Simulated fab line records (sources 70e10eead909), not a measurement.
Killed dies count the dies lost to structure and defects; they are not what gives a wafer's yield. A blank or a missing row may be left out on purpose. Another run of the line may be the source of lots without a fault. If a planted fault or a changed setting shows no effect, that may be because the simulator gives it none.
Matching of chambers | flow nand_harc | pecvd-03 running NHARC_A_STAIRCASE_DEP_417: 3 sister chambers
The step deposits Si3N4, target thk 60 nm. 14 wafers are shown with their chamber, then 7 later ones without.

## WAFERS WITH THEIR CHAMBER
wafer  | chamber | heater_power_w (W)
L688.1 | 2       | 705
L688.2 | 1       | 648
L688.6 | 2       | 691
L691.1 | 0       | 562
L691.3 | 1       | 609
L691.4 | 1       | 619
L693.1 | 0       | 632
L693.2 | 2       | 607
L693.6 | 1       | 720
L698.1 | 2       | 562
L698.3 | 1       | 719
L698.6 | 1       | 703
L705.3 | 1       | 636
L705.4 | 1       | 636

SIGNATURES (means of the wafers above)
reading        | chamber 0 | chamber 1 | chamber 2 | scatter within a chamber
heater_power_w | 597.00    | 661.25    | 641.25    | 53
Rule: distance of a wafer from a chamber = root of the sum over the readings of ((wafer's reading minus chamber's mean) / reading's scatter) squared. If the next closest chamber is less than 2 further off than the closest, the wafer can't be placed; otherwise it belongs to the closest. The scatter: take each reading less its chamber's mean, square it, sum over the shown wafers, divide by the number of wafers less the number of chambers, and take the root.

## WAFERS WHOSE CHAMBER IS MISSING
wafer  | heater_power_w (W)
L705.6 | 577
L706.1 | 741
L706.2 | 564
L706.6 | 561
L707.1 | 751
L707.4 | 683
L707.6 | 736

## EACH ONE'S CHAMBER
wafer  | from the rows above          | in truth
L705.6 | can't be placed: 0 or 2 or 1 | 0
L706.1 | can't be placed: 1 or 2 or 0 | 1
L706.2 | can't be placed: 0 or 2 or 1 | 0
L706.6 | can't be placed: 0 or 2 or 1 | 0
L707.1 | can't be placed: 1 or 2 or 0 | 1
L707.4 | can't be placed: 1 or 2 or 0 | 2
L707.6 | can't be placed: 1 or 2 or 0 | 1
0 of 7 placed correctly. Not placeable from these rows: 7 (in 7, the candidates include the true chamber). Number placed wrongly: 0.
